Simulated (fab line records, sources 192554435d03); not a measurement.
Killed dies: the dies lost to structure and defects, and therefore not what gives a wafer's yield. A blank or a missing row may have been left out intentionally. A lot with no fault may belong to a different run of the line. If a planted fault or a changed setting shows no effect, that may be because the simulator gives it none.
8D (eight disciplines) problem report, filled in by code	flow n5_finfet	the parts of the form that need people (team, actions taken, sign-off) are left out

1. PROBLEM STATEMENT
At N5_BEOL_M6_CMP_52, barrier_field_endpoint_s averages 18.8 s over 2 wafers from 2 lots, while fault-free wafers read 29.1 s, standard deviation 0.93. That puts it -11 standard deviations away from the usual mean.
The step: polishes, stops on SiCOH lowk, t overpolish 6.9 s, target thk 80 nm.
Earliest sighting: wafer L486.6 on cmp-01 at day 12 15:09. Wafers with a number at this step in the record: 30, from 10 lots. By rule, "out" or "out of limits" means more than 4 standard deviations away from the usual mean. Any other wafer with a number is counted as sound.

2. WHAT IT IS; WHAT IT IS NOT
question	is	is not
which readings at this step	barrier_field_endpoint_s	head_pressure_psi, motor_current_A
which lots	L485, L486	L476, L477, L478, L479, L481, L483, L493, L494
which wafers of those lots	L485.6, L486.6	L485.2, L485.4, L486.2, L486.4
read on which tools	cmp-01	cmp-02, cmp-03
when	from day 12 15:09	up to then (20 sound wafers); but 8 sound wafers of L485, L493, L494 came after

3. WHAT RULES OUT EACH SUSPECT
Counting: if a tool at a process step up to the reading ran every lot that is out, it stays a suspect. Sound lots after the first of them don't rule it out here, since some wafers of a struck lot are sound.
- pecvd-01 at N5_BEOL_M6_PECVD_70 (deposits SiO2 from TEOS/O2, target thk 20 nm, time 22.7 s): kept. Ran every lot that is out, first one L486 (day 12 06:45); last sound lot up to then L481 (day 11 15:11).
- cmp-01 at N5_BEOL_M6_CMP_52 (polishes, stops on SiCOH lowk, t overpolish 6.9 s, target thk 80 nm): kept. Ran every lot that is out, first one L486 (day 12 15:09); last sound lot up to then L479 (day 11 14:32). Its own readings are out on those wafers: barrier_field_endpoint_s.
After counting, pecvd-01 at N5_BEOL_M6_PECVD_70 and cmp-01 at N5_BEOL_M6_CMP_52 remain.

4. THE CAUSE (what the simulator had put in)
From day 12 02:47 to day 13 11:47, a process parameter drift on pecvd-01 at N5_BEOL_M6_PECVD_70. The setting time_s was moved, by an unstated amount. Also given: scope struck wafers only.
Counting left 2 suspects, and this tool is among them.

5. SEQUENCE OF EFFECTS, ordered by route
Each row: a reading whose mean over the struck wafers that have a number lies more than 3 standard deviations from the usual. Only readings for which the record gives a usual standard deviation are gone through. hours: the time from each lot's start at the first step in this table that gives one to its start at this step, as a median over the lots. sigmas: the change in usual standard deviations.
hours	step	reading	usual	on struck wafers	change	sigmas
0	N5_BEOL_M6_CMP_52	barrier_field_endpoint_s	29.1 s	18.8	-10.3	-11
Here are the process steps it includes:
- N5_BEOL_M6_CMP_52: polishes, stops on SiCOH lowk, t overpolish 6.9 s, target thk 80 nm.
Readings that are blank on the struck wafers while sound wafers have them: pad_life_wafers at N5_BEOL_M6_CMP_52.

6. WHAT WOULD HAVE CAUGHT IT SOONER
The fault began at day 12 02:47; the first out-of-limits reading in this record came at day 12 15:09, 12 hours later.
Tool readings at N5_BEOL_M6_PECVD_70 with a usual standard deviation given in the record: none out on any struck wafer, hence no alarm at a limit of 4 standard deviations on them.
All the lots that are out (2) had begun N5_BEOL_M6_PECVD_70 on pecvd-01 by day 12 15:09. Had the tool been put on hold then, not one of them would have been saved.
